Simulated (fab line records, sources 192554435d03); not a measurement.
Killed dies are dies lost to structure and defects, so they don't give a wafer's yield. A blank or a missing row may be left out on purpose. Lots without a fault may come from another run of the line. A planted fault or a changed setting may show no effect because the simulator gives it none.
fab line records | flow n5_finfet | part 2 of 2: steps 23 to 31 of 31
record lots=5 wafers=15 last_day=16
route steps=1938 shown BEOL_M0@721 BEOL_M1@751
lots that met no fault: from a run of the same line without faults
start_h: hours from the record's first day to the start of the lot's first wafer shown | wait_h: hours since the lot's step before | " the same as in the row above | L1.1+2: a row that stands for several wafers | - no value, or no start given | * or withheld: withheld | < > ~ a bound
route shown NAME@n: a module of which the file shows steps, and the number in the route of the first | usual: mean/standard deviation of fault-free wafers | same: alike in all rows | chamber/n: place in a boat | sites: the reading at each site | _std_site: their standard deviation | _edge_site: outer sites' mean less inner sites' | radius_mm: how far each site lies from the wafer's centre | mask NAME#n: copy n | behind: the tool/chamber that last shaped the wafer | hold: why the lot was held/for how many hours/how that ended | device: the transistor (n, p or np) that didn't switch | end of line: the same wafers' tests at the end of the route | a step without rows: its recipe alone | killed: dies lost to structure and defects at the first sort, not the wafer's yield | map: a wafer's dies, x killed, . not, _ none there
set.NAME: the setting as run; set.NAME@STEP: as run at that earlier step | model.NAME: the simulator's own value behind a step, which no gauge read
lots at some steps of the route; a table a step, a row a wafer
services: from which hour (start_h, from the record's first day; less than 0 if before it) a tool's chamber was out of use, for how many hours, and why
## steps
# step N5_BEOL_M0_CMP_120
# recipe stop_on=SiOC t_overpolish_s=6.9 down_force_psi=1 platen_rpm=50 clearing_platen_down_force_psi=1.5 clearing_platen_rpm=50 post_cmp_clean=cu_alkaline clearing_platen_pad_velocity_m_s=0.99484 pad_velocity_m_s=0.99484
# usual barrier_field_endpoint_s=3.66/0.12 motor_current_A=6.0/0.76 overpolish_run_s=6.900/0.0085 pad_life_wafers=1025/600 platen_rpm=50.00/0.033 time_to_endpoint_s=62.1/2.5
# same t_overpolish_s=6.9
# columns lot.wafer tool chamber start_h wait_h barrier_field_endpoint_s motor_current_A overpolish_run_s pad_life_wafers platen_rpm time_to_endpoint_s
L075.3 cmp-02 0 124.61 0.3 3.80 5.8 6.897 51 50.00 65.7
L075.5 " 1 " " 3.75 6.6 6.894 - 50.06 62.1
L075.6 " 2 " " 3.76 5.5 6.898 - 49.98 60.2
L076.3 cmp-02 1 133.88 0.3 3.71 6.6 6.899 127 50.01 65.7
L076.6 " 0 " " 3.84 5.7 6.887 - 49.99 64.6
L076.5 " 1 " " 3.60 6.8 6.900 - 50.02 60.7
L087.2 cmp-02 3 200.69 0.2 3.66 6.6 6.909 750 49.96 61.0
L087.4 " 0 " " 3.53 6.0 6.909 751 50.01 61.4
L087.1 " 2 " " 3.53 5.6 6.901 753 49.97 63.7
L088.2 cmp-01 2 204.03 0.3 3.73 6.5 6.891 1969 50.01 63.4
L088.6 " 1 " " 3.74 4.8 6.906 - 49.99 67.0
L088.5 " 2 " " 3.52 6.6 6.885 - 50.04 62.3
L093.3 cmp-02 1 233.13 0.2 3.72 6.3 6.893 1050 50.01 59.9
L093.5 " 1 " " 3.86 6.6 6.899 - 50.00 63.9
L093.6 " 2 " " 3.67 5.9 6.900 - 50.00 64.8
# step N5_BEOL_M0_PRE_CLEAN_131
# recipe gas=NH3/H2 time_s=15 temp_c=* rf_power_w=300
# usual heater_power_w=79/16
# columns lot.wafer tool chamber start_h wait_h heater_power_w since_wet_clean_h
L075.3 cvd_co-02 2 124.85 0.1 80 -
L075.5 " 2 " " 80 -
L075.6 " 0 " " 75 -
L076.3 cvd_co-01 1 134.18 0.0 115 1113
L076.5 " 1 " " 118 -
L076.6 " 2 " " 73 -
L087.1 cvd_co-02 0 201.02 0.0 76 961
L087.2 " 1 " " 60 55
L087.4 " 0 " " 76 -
L088.2 cvd_co-01 1 204.33 0.0 116 1183
L088.5 " 0 " " 75 -
L088.6 " 2 " " 74 -
L093.3 cvd_co-02 0 233.48 0.1 75 -
L093.5 " 0 " " 75 -
L093.6 " 1 " " 60 -
# step N5_BEOL_M0_CO_CAP_123
# recipe material=Co target_thk_a=20 temp_c=200 precursor=CCTBA/H2 pressure_torr=30 time_s=102.1
# usual heater_power_w=229/20
# columns lot.wafer tool chamber start_h wait_h heater_power_w since_wet_clean_h
L075.3 cvd_co-02 2 124.92 0.1 224 -
L075.5 " 2 " " 223 -
L075.6 " 0 " " 221 -
L076.3 cvd_co-01 1 134.22 0.0 277 1113
L076.5 " 1 " " 265 -
L076.6 " 2 " " 227 -
L087.1 cvd_co-02 0 201.06 0.0 221 961
L087.2 " 1 " " 206 55
L087.4 " 0 " " 223 -
L088.2 cvd_co-01 1 204.37 0.0 269 1183
L088.5 " 0 " " 229 -
L088.6 " 2 " " 217 -
L093.3 cvd_co-02 0 233.56 0.1 220 -
L093.5 " 0 " " 229 -
L093.6 " 1 " " 205 -
# step N5_BEOL_M0_PRE_CLEAN_124
# recipe gas=NH3 time_s=15 temp_c=withheld rf_power_w=300
# columns lot.wafer tool chamber start_h wait_h since_wet_clean_h
L075.3 pecvd-04 1 125.01 0.1 1735
L075.5 " 2 " " -
L075.6 " 1 " " -
L076.3 pecvd-03 0 134.31 0.1 838
L076.5 " 2 " " -
L076.6 " 1 " " -
L087.1 pecvd-03 0 201.15 0.1 905
L087.2 " 2 " " 151
L087.4 " 0 " " -
L088.2 pecvd-02 0 204.46 0.1 727
L088.5 " 0 " " -
L088.6 " 1 " " -
L093.3 pecvd-02 0 233.65 0.1 756
L093.5 " 0 " " -
L093.6 " 1 " " -
# step N5_BEOL_M0_DEP_125
# recipe material=SiCN target_thk_a=80 temp_c=withheld precursor=3MS/NH3 pressure_torr=3 rf_w=202 time_s=14
# usual showerhead_plenum_p_Torr=3.664/0.01 throttle_valve_pct=9.2/0.56
# columns lot.wafer tool chamber start_h wait_h showerhead_plenum_p_Torr since_wet_clean_h throttle_valve_pct
L075.3 pecvd-04 1 125.04 0.0 3.662 1735 9.4
L075.5 " 2 " " 3.666 - 8.3
L075.6 " 1 " " 3.674 - 9.5
L076.3 pecvd-03 0 134.33 0.0 3.658 838 7.8
L076.5 " 2 " " 3.681 - 8.9
L076.6 " 1 " " 3.670 - 9.4
L087.1 pecvd-03 0 201.17 0.0 3.659 905 8.3
L087.2 " 2 " " 3.682 151 9.3
L087.4 " 0 " " 3.661 - 8.2
L088.2 pecvd-02 0 204.50 0.0 3.654 727 9.3
L088.5 " 0 " " 3.652 - 9.7
L088.6 " 1 " " 3.674 - 9.8
L093.3 pecvd-02 0 233.67 0.0 3.649 756 9.4
L093.5 " 0 " " 3.660 - 9.2
L093.6 " 1 " " 3.668 - 9.7
# step N5_BEOL_M0_RS_MEAS_126
# recipe thk_meas_gauge=four-point-probe reads=Co_of_BEOL_M0_CO_CAP_123+Cu_of_BEOL_M0_ECD_118+Co_of_BEOL_M0_CVD_115+TaN_of_BEOL_M0_ALD_136
# usual M0_RS=0.532/0.02
# columns lot.wafer tool chamber start_h wait_h M0_RS[ohm/sq]
L075.3 film_metro-02 - 125.11 0.1 0.526
L075.5 " - " " 0.527
L075.6 " - " " 0.532
L076.3 film_metro-01 - 134.40 0.1 0.526
L076.5 " - " " 0.514
L076.6 " - " " 0.528
L087.1 film_metro-01 - 201.24 0.0 0.546
L087.2 " - " " 0.552
L087.4 " - " " 0.544
L088.2 film_metro-02 - 204.58 0.1 0.561
L088.5 " - " " 0.553
L088.6 " - " " 0.537
L093.3 film_metro-02 - 233.74 0.1 0.525
L093.5 " - " " 0.504
L093.6 " - " " 0.500
# step N5_BEOL_M0_INSPECT_127
# recipe inspect_instrument=darkfield mode=post_dep
# usual raw_defect_count=63/21
# columns lot.wafer tool chamber start_h wait_h raw_defect_count
L075.3 defect_inspect-02 - 125.13 0.0 33
L075.5 " - " " 49
L075.6 " - " " 59
L076.3 defect_inspect-02 - 134.43 0.0 45
L076.5 " - " " 57
L076.6 " - " " 28
L087.1 defect_inspect-01 - 201.27 0.0 51
L087.2 " - " " 43
L087.4 " - " " 81
L088.2 defect_inspect-01 - 204.61 0.0 48
L088.5 " - " " 44
L088.6 " - " " 45
L093.3 defect_inspect-01 - 233.77 0.0 90
L093.5 " - " " 55
L093.6 " - " " 61
# step N5_BEOL_M1_ILD_DEP_00
# recipe material=SiOC target_thk_a=790 temp_c=350 precursor=DEMS/O2 pressure_torr=5 rf_w=500 time_s=15.3
# usual heater_power_w=498/74 showerhead_plenum_p_Torr=5.700/0.013 throttle_valve_pct=11.9/0.57
# columns lot.wafer tool chamber start_h wait_h heater_power_w showerhead_plenum_p_Torr since_wet_clean_h throttle_valve_pct
L075.3 pecvd-01 0 125.17 0.0 481 5.712 1192 11.6
L075.5 " 0 " " 439 5.728 - 11.5
L075.6 " 2 " " 513 5.707 - 11.4
L076.3 pecvd-01 2 134.46 0.0 515 5.698 447 11.2
L076.5 " 0 " " 460 5.709 - 11.7
L076.6 " 2 " " 508 5.716 - 11.5
L087.1 pecvd-02 2 201.30 0.0 658 5.681 2174 12.7
L087.2 " 1 " " 548 5.697 1449 13.0
L087.4 " 2 " " 665 5.684 - 12.6
L088.2 pecvd-01 1 204.65 0.0 472 5.702 1996 12.0
L088.5 " 2 " " 435 5.694 - 11.5
L088.6 " 0 " " 439 5.713 - 11.7
L093.3 pecvd-03 0 233.80 0.0 519 5.692 938 11.0
L093.5 " 1 " " 648 5.691 - 12.1
L093.6 " 2 " " 496 5.712 - 12.0
# step N5_BEOL_M1_THK_MEAS_01
# recipe reads=SiOC_of_BEOL_M1_ILD_DEP_00
# usual M1_ILD_THK=79.4/0.99
# columns lot.wafer tool chamber start_h wait_h M1_ILD_THK[nm]
L075.3 film_metro-01 - 125.24 0.1 78.7
L075.5 " - " " 79.0
L075.6 " - " " 80.4
L076.3 film_metro-01 - 134.53 0.1 80.0
L076.5 " - " " 80.9
L076.6 " - " " 81.8
L087.1 film_metro-01 - 201.37 0.0 79.5
L087.2 " - " " 78.4
L087.4 " - " " 80.8
L088.2 film_metro-02 - 204.71 0.1 78.4
L088.5 " - " " 79.9
L088.6 " - " " 79.8
L093.3 film_metro-01 - 233.87 0.1 78.2
L093.5 " - " " 80.4
L093.6 " - " " 79.3
## services
# columns tool chamber start_h hours kind
rie_diel-06 1 102.17 2.4 repair
rie_diel-01 - 104.58 0.5 repair
pvd_sputter-03 - 104.99 1.3 repair
cvd_co-02 0 110.36 13.9 repair
pvd_sputter-03 - 111.29 1.9 repair
cmp-01 - 113.35 4.6 pm
cmp-02 - 113.67 4.0 pm
rie_diel-06 0 118.56 6.0 repair
cmp-02 - 118.87 0.6 repair
cmp-01 - 128.92 2.1 repair
ecd_cu-01 - 139.02 0.6 repair
pecvd-03 0 146.35 2.8 repair
pecvd-03 - 149.62 1.8 repair
ecd_cu-01 - 154.58 1.2 repair
pecvd-04 - 158.95 1.4 repair
ecd_cu-02 - 167.14 4.5 pm
ald_metal-04 2 180.37 35.2 repair
cmp-02 - 195.41 0.5 repair
pecvd-04 2 196.29 4.3 repair
cvd_co-02 - 209.17 1.3 repair
rie_diel-04 1 217.32 5.2 repair
ecd_cu-02 - 225.25 2.6 repair
ald_metal-02 2 230.35 24.7 repair
pecvd-01 2 232.62 4.2 repair
